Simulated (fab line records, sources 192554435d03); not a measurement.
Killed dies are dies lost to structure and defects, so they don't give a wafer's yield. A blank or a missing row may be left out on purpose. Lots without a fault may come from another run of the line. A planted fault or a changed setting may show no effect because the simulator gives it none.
Which tool did it? | flow n5_finfet | 10 lots, 30 wafers sampled, at 1 step of a route of 1938

WHAT THE GAUGES READ, wafer by wafer
N5_BEOL_M4_RC_MEAS_101. Usual: DIBL_N 36.6 mV/V, standard deviation 1.1; DIBL_P 36.7 mV/V, standard deviation 1.5; IOFF_N 0.155 nA/um, standard deviation 0.019; IOFF_P 0.208 nA/um, standard deviation 0.025; ION_N 673 uA/um, standard deviation 8.5; ION_P 462 uA/um, standard deviation 5.9; SS_N 71.6 mV/dec, standard deviation 0.58; SS_P 73.5 mV/dec, standard deviation 0.51; VT_N 250.7 mV, standard deviation 2.4; VT_P -251 mV, standard deviation 3.
lot  | measured     | on        | DIBL_N (mV/V)  | DIBL_P (mV/V)  | IOFF_N (nA/um)    | IOFF_P (nA/um)    | ION_N (uA/um) | ION_P (uA/um) | SS_N (mV/dec)  | SS_P (mV/dec)  | VT_N (mV)         | VT_P (mV)      | flag
L297 | day 9 16:01  | prober-01 | 37.5 35.9 38.6 | 39.1 37.5 39.9 | 0.192 0.160 0.207 | 0.226 0.197 0.241 | 680 668 680   | 463 456 462   | 71.9 72.6 72.0 | 73.8 73.5 74.5 | 248.0 251.8 244.1 | -252 -254 -252 |
L303 | day 12 12:07 | prober-01 | 38.0 36.2 38.2 | 37.6 37.0 38.8 | 0.171 0.148 0.170 | 0.246 0.239 0.265 | 662 671 665   | 462 469 467   | 71.5 71.7 71.8 | 73.6 73.6 73.6 | 251.7 249.9 247.1 | -245 -246 -246 |
L307 | day 12 23:29 | prober-02 | 38.2 39.0 38.6 | 36.0 36.8 36.1 | 0.160 0.180 0.167 | 0.211 0.227 0.211 | 685 676 676   | 470 462 461   | 71.6 71.5 71.5 | 73.7 73.5 72.9 | 248.9 244.7 250.7 | -250 -250 -249 |
L304 | day 13 01:56 | prober-02 | 37.0 38.0 37.6 | 35.6 37.1 36.7 | 0.130 0.161 0.149 | 0.205 0.226 0.218 | 664 682 666   | 461 469 463   | 71.1 72.6 70.4 | 73.8 73.8 73.6 | 253.9 248.2 248.0 | -251 -250 -250 |
L302 | day 13 03:10 | prober-02 | 36.5 36.6 36.7 | 40.1 39.4 39.5 | 0.182 0.177 0.179 | 0.224 0.212 0.219 | 684 683 690   | 466 460 464   | 72.4 72.4 72.8 | 74.1 73.7 73.8 | 251.6 252.1 249.7 | -251 -252 -252 |
L312 | day 14 10:11 | prober-02 | 37.9 36.6 35.8 | 37.7 36.3 35.7 | 0.153 0.133 0.128 | 0.191 0.174 0.172 | 671 668 673   | 456 461 459   | 72.0 72.4 71.3 | 73.6 72.8 72.5 | 251.2 255.1 251.5 | -252 -254 -253 |
L314 | day 14 13:06 | prober-02 | 36.6 37.0 36.6 | 36.4 36.2 36.0 | 0.154 0.161 0.151 | 0.181 0.184 0.178 | 683 682 686   | 459 463 460   | 71.6 71.1 72.5 | 74.2 73.7 73.2 | 249.8 249.2 250.2 | -256 -253 -253 |
L313 | day 15 06:02 | prober-01 | 36.6 37.4 37.7 | 36.6 38.0 38.4 | 0.146 0.164 0.167 | 0.185 0.200 0.201 | 673 673 683   | 457 457 467   | 70.9 72.1 72.1 | 73.4 73.1 74.0 | 251.3 249.9 250.7 | -254 -254 -252 |
L319 | day 16 06:34 | prober-02 | 36.8 37.9 34.4 | 36.1 37.3 32.9 | 0.155 0.179 0.123 | 0.218 0.236 0.166 | 681 696 668   | 469 468 455   | 72.4 71.5 71.7 | 73.6 74.0 72.3 | 247.5 247.6 252.1 | -249 -251 -254 |
L318 | day 16 12:02 | prober-02 | 36.7 36.7 36.0 | 37.5 37.0 36.0 | 0.168 0.166 0.152 | 0.178 0.170 0.169 | 679 671 658   | 450 443 443   | 72.5 71.5 71.6 | 73.2 72.9 73.0 | 250.9 251.7 250.1 | -256 -255 -256 |

WHICH TOOL RAN EACH LOT (tool, then ch and the chambers of the sampled wafers, then the start)
The record holds no process step before these readings.

WHAT THE TOOLS THEMSELVES READ (means of the sampled wafers that have a number; where no wafer has one, the mark that the record gives instead)
The record holds no such reading with a usual standard deviation.

THE ANSWER, worked out from the rows above alone
Rule: a lot is off if the mean of its wafers that have a number lies more than 3 standard deviations from the usual mean. A lot without any number at a reading at which 4 lots or more have one is off too. The other lots that the step has rows for count as sound. The gauges are gone through in route order, then the tools' own readings, and for those a lot's mean is taken as printed above. The first step at which some lot is off is used, and at that step the reading that is off furthest; a lot without a number counts as furthest.
No lot is off at any reading shown: from this, nothing can be told.

WHAT THE SIMULATOR HAD PUT IN
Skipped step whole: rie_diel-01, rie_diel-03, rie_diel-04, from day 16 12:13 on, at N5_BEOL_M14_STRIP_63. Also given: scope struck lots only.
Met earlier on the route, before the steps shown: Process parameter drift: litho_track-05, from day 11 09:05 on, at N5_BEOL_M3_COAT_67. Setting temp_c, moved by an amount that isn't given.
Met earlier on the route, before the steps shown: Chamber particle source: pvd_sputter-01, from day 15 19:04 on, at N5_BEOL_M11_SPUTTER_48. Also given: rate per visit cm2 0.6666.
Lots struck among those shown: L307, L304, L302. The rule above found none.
